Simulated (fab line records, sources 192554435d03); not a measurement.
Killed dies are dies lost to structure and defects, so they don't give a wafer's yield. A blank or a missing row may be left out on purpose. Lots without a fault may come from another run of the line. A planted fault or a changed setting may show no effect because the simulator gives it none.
A struck lot beside a sound one | flow n5_finfet | 19 steps out of a route of 1938
Sound: wafers L378.3, L378.4, L378.5. Struck: wafers L373.2, L373.3, L373.5. The cause comes at the end.
At each step with rows: each side's tool, then ch and its chambers, then its first start. Under that, the readings that differ: sound wafers | struck wafers | difference of the means | sigmas: that difference in standard deviations of wafers without a fault.
alike: readings whose means differ by less than 2 such deviations, and words and numbers that are the same on both sides. not compared: withheld readings, readings that some wafer has no value for, bounds like >300 that may hide the same value, and numbers for which the record gives no deviation and whose values overlap.
The two part at a step that has a row with sigmas, a row that says differs or no value, or rows on one side only. Numbers that don't overlap but have no deviation are shown without sigmas and don't part them. A reading that every wafer of one side lacks parts them only if that side has two wafers or more.

N5_START_INSPECT_01: inspects for defects (unpatterned scan).
  sound on defect_inspect-02, day 6 00:02; struck on defect_inspect-01, day 4 18:02
  alike: raw_defect_count
then, 2 steps without rows for these wafers: N5_ZERO_LAYER_PRECLEAN_00 (cleans in SPM, time 600 s); N5_ZERO_LAYER_SRD_01 (time 30 s, dry time 30 s).
N5_ZERO_LAYER_PECVD_02: deposits SiO2 from SiH4/N2O, target thk 10 nm, time 6 s.
  sound on pecvd-01 ch 1,2, day 6 00:17; struck on pecvd-01 ch 1,2, day 4 18:17
  alike: heater_power_w, showerhead_plenum_p_Torr
  not compared: since_wet_clean_h
then, 1 step without rows for these wafers: N5_ZERO_LAYER_HMDS_04 (time 60 s).
N5_ZERO_LAYER_COAT_05: resist thk 1000 nm.
  sound on litho_track-04 ch 0, day 6 00:22; struck on litho_track-02 ch 0, day 4 18:22
  reading                                      | sound                | struck               | difference | sigmas
  spin_speed_rpm (rpm)                         | 1499.0 1498.6 1499.3 | 1464.8 1466.1 1463.6 | -34.1      | -31
  model.coat_of_ZERO_LAYER_COAT_05.thk_nm (nm) | 1003 1005 999.5      | 1016 1016 1011       | +12        |
  alike: resist_line_temp_C
then, 6 steps without rows for these wafers: N5_ZERO_LAYER_EBR_07; N5_ZERO_LAYER_SOFTBAKE_06 (time 90 s); N5_ZERO_LAYER_EXPOSE_08 (exposes mask ZERO, defocus 0 nm, target cd 2000 nm); N5_ZERO_LAYER_PEB_09; N5_ZERO_LAYER_DEVELOP_10 (develop time 60 s); N5_ZERO_LAYER_HARDBAKE_23 (time 120 s).
N5_ZERO_LAYER_CD_MEAS_11: target cd 2000 nm.
  sound on cd_sem-02 ch 0, day 6 00:38; struck on cd_sem-03 ch 0, day 4 18:38
  alike: cd_nm
N5_ZERO_LAYER_DESCUM_16: chemistry O2, time 7.9 s.
  sound on rie_diel-03 ch 0,1, day 6 00:41; struck on rie_diel-03 ch 0,1,3, day 4 18:41
  alike: bias_power_w, drypump_motor_current_A, oes_product_au, rf_vpp_V, showerhead_plenum_p_Torr, throttle_valve_pct
  not compared: rf_hours_counter_h
N5_ZERO_LAYER_ETCH_17: etches SiO2 in CF4, target depth 12 nm, time 13.3 s.
  sound on rie_diel-03 ch 0,1, day 6 00:43; struck on rie_diel-03 ch 0,1,3, day 4 18:43
  alike: drypump_motor_current_A, oes_product_au, rf_vpp_V, showerhead_plenum_p_Torr, throttle_valve_pct
  not compared: rf_hours_counter_h
N5_ZERO_LAYER_ETCH_18: etches Si in HBr/Cl2, target depth 120 nm, time 40 s.
  sound on rie_si-02 ch 1,2,3, day 6 00:47; struck on rie_si-02 ch 2,3, day 4 18:47
  reading                                      | sound           | struck            | difference | sigmas
  model.coat_of_ZERO_LAYER_COAT_05.thk_nm (nm) | 933 935.1 929.3 | 945.3 946.2 940.1 | +11.4      |
  alike: drypump_motor_current_A, oes_product_au, throttle_valve_pct
  not compared: rf_hours_counter_h
N5_ZERO_LAYER_STRIP_24: strips in O2.
  sound on plasma_asher-02 ch 0,1, day 6 00:55; struck on plasma_asher-01 ch 0,1, day 4 18:53
  reading                      | sound             | struck            | difference | sigmas
  strip_time_to_endpoint_s (s) | 43.91 44.00 43.80 | 44.29 44.32 44.13 | +0.34      | +3
  alike: drypump_motor_current_A, heater_power_w, oes_product_au
  not compared: rf_hours_counter_h
then, 1 step without rows for these wafers: N5_ZERO_LAYER_STRIP_19 (strips in SPM, time 900 s).
-- the record jumps here: 14 days lie between the struck wafers' starts before and after (it left off in module ZERO_LAYER and takes up again in module PASSIVATION, whose first step shown is number 1936 of the route) --
N5_PASSIVATION_PROBE_49:
  the record has rows for the struck wafers here (prober-01, day 18 10:45) and none for the sound ones

WHERE THEY PART
First at N5_ZERO_LAYER_COAT_05; last, within this record, at N5_PASSIVATION_PROBE_49.

WHY: what the simulator had put in
Process parameter drift: litho_track-02, from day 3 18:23 on, at N5_ZERO_LAYER_COAT_05. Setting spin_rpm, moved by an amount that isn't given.
